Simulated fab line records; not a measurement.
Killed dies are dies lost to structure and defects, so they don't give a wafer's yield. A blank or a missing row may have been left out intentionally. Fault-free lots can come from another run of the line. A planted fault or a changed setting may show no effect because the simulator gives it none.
A struck lot beside a sound one | flow n5Finfet | 35 out of 1938 route steps
Sound: the wafers L238.2, L238.3, L238.5. Struck: wafer L248.4 (L248.1, L248.5, from the same lot, were not struck and are left out); the cause is given at the end.
Each step with rows lists, per side, the tool, then ch with its chambers, then its first start. Under that, the readings that differ: sound wafers | struck wafers | difference of the means | sigmas: that difference in standard deviations of wafers without a fault.
alike: words and numbers the same on both sides, and readings whose means are apart by under 2 such deviations; not compared: readings that were withheld, readings missing a value for some wafer, numbers with overlapping values and no deviation given by the record, and bounds like >300 which may hide the same value.
The two part at a step that has a row with sigmas, a row that says differs or no value, or rows on one side only. Numbers that don't overlap but have no deviation are shown without sigmas and don't part them. Lack of a reading on every wafer of one side parts them only where that side has two or more wafers.

first, 12 steps without rows for these wafers: N5_SD_EPI_P_ETCH_37 (etches SOC in N2/H2, overetch 108 nm, time 486 s); N5_SD_EPI_P_STRIP_38 (strips in N2/H2); N5_SD_EPI_P_ETCHBACK_46 (etches SiNx in CH3F/O2, stops on SiO2, target depth 17.5 nm); N5_SD_EPI_P_ETCH_47 (etches SiOCN in CH3F/O2, target depth 25 nm); N5_SD_EPI_P_ETCH_16 (etches SiO2 in CHF3/O2, target depth 5 nm); N5_SD_EPI_P_STRIP_50 (strips in CHF3/O2); N5_SD_EPI_P_SD_RECESS_17 (chemistry HBr/Cl2/O2, target depth 39.1 nm, bt time 3 s); N5_SD_EPI_P_WET_ETCH_45 (etches SiO2 in dHF, time 10.7 s, target depth 2 nm, rinse time 30 s); N5_SD_EPI_P_STRIP_40 (strips in N2/H2); N5_SD_EPI_P_PRECLEAN_52 (cleans in O3/DIW, time 60 s); N5_SD_EPI_P_SRD_20 (time 30 s); N5_SD_EPI_P_PRECLEAN_51 (cleans in NF3:NH3, afs cycles 1, time 20 s, sublimation time 60 s).
N5_SD_EPI_P_VAPOR_ETCH_44: etches SiGe30 in NF3/Ar, time 3.3 s.
  sound on epiRpcvd-01 ch 0, day 5 01:53; struck on epiRpcvd-01 ch 0, day 7 13:40
then, 20 steps without rows for these wafers: N5_SD_EPI_P_EPI_21 (deposits SiGe:B, time 355 s); N5_SD_EPI_P_HM_STRIP_48 (strips SiNx in H3PO4, material SiNx, target depth 3 nm); N5_SD_EPI_P_SRD_49 (time 30 s); N5_SD_EPI_P_PRECLEAN_24 (cleans in O3/DIW, time 45 s); N5_SD_EPI_P_PRECLEAN_32 (cleans in dHF, time 10 s); N5_SD_EPI_P_PRECLEAN_33 (cleans in SC2, time 45 s); N5_SD_EPI_P_SRD_25 (time 30 s); N5_SD_ACTIVATION_RTA_00 (time 0 s); N5_SD_ACTIVATION_LSA_01 (time 0.0008 s); N5_ILD0_LINER_00 (material SiNx, target thk 4 nm, pulse time 1 s, purge time 2 s); N5_ILD0_FCVD_FILL_01 (material SiO2 flowable, target thk 200 nm, time 328.3 s); N5_ILD0_CURE_02 (time 1800 s); N5_ILD0_CMP_03 (polishes, stops on SiNx, t overpolish 1.9 s, target thk 197.38 nm); N5_ILD0_CMP_07 (polishes SiO2 flowable, stops on poly-Si, t overpolish 1.18 s, target thk 138.88 nm); N5_ILD0_PRECLEAN_10 (cleans in NF3:NH3, afs cycles 5, time 20 s, sublimation time 60 s); N5_ILD0_ALD_15 (deposits SiNx, target thk 24 nm, pulse time 1 s, ald cycles 480); N5_ILD0_CMP_12 (polishes SiNx, stops on poly-Si, t overpolish 6 s, target thk 17.67 nm); N5_SDB_HM_DEP_00 (deposits SiNx from SiH4/NH3/N2, target thk 40 nm, time 35.3 s); N5_SDB_COAT_03 (time 60 s, resist thk 100 nm); N5_SDB_COAT_04 (time 60 s, resist thk 18 nm).
-- the record jumps here: 5 days lie between the struck wafers' starts before and after (it left off in module SDB and takes up again in module BEOL_M4, whose first step shown is number 1111 of the route) --
N5_BEOL_M4_RC_MEAS_101:
  sound on prober-01 ch 0, day 10 05:06; struck on prober-02 ch 0, day 12 15:16
reading            | sound             | struck | difference | sigmas
IOFF_P (nA/um)     | 0.26 0.21 0.25    | 0.13   | -0.11      | -3
IOFF_P_85C (nA/um) | 4.4 3.7 4.2       | 2.4    | -1.7       | -3
IOFF_P_LIN (nA/um) | 0.116 0.100 0.112 | 0.063  | -0.046     | -3
ION_P (uA/um)      | 470 464 471       | 433    | -35        | -5
REXT_P (ohm.um)    | 101.3 102.7 102.1 | 118.2  | +16.2      | +8
SS_P (mV/dec)      | 73.9 73.7 74.1    | 72.5   | -1.4       | -2
VT_P (mV)          | -248 -252 -246    | -258   | -9         | -3
VT_P_LVT (mV)      | -95.0 -99.1 -96.3 | -110.6 | -13.8      | -5
  alike: DIBL_N, DIBL_P, IOFF_N, ION_N, SS_N, VT_N
-- the record jumps here: 4 days lie between the struck wafers' starts before and after (it left off in module BEOL_M4 and takes up again in module PASSIVATION, whose first step shown is number 1936 of the route) --
N5_PASSIVATION_PROBE_49:
  sound: prober-01 at day 14 11:42; struck: prober-01 at day 16 14:55
reading                 | sound          | struck | difference | sigmas
defectLimitedYield (%)  | 90.6 88.1 89.4 | 93.1   | +3.7       | +2
killed_at_M0_to_M3      | 38 44 41       | 13     | -28        | -3
killedDies              | 111 140 125    | 82     | -43        | -2
killedShort             | 43 46 44       | 28     | -16        | -2
sort_bin_5_function (%) | 5.8 7.1 6.2    | 3.9    | -2.5       | -2
sort_bin_8_speed (%)    | 0 0 0          | 15.42  | +15.42     | +99 or more
sortNPass               | 1069 1040 1055 | 916    | -139       | -7
sortYieldPct (%)        | 90.6 88.1 89.4 | 77.6   | -11.8      | -7
  alike: killed_at_M4_up, killedAtContacts, killedAtFrontEnd, killedAtOther, killedOpen, sort_bin_6_memory

## WHERE THEY PART
First at N5_BEOL_M4_RC_MEAS_101; last, within this record, at N5_PASSIVATION_PROBE_49.

WHY: the cause the simulator had injected
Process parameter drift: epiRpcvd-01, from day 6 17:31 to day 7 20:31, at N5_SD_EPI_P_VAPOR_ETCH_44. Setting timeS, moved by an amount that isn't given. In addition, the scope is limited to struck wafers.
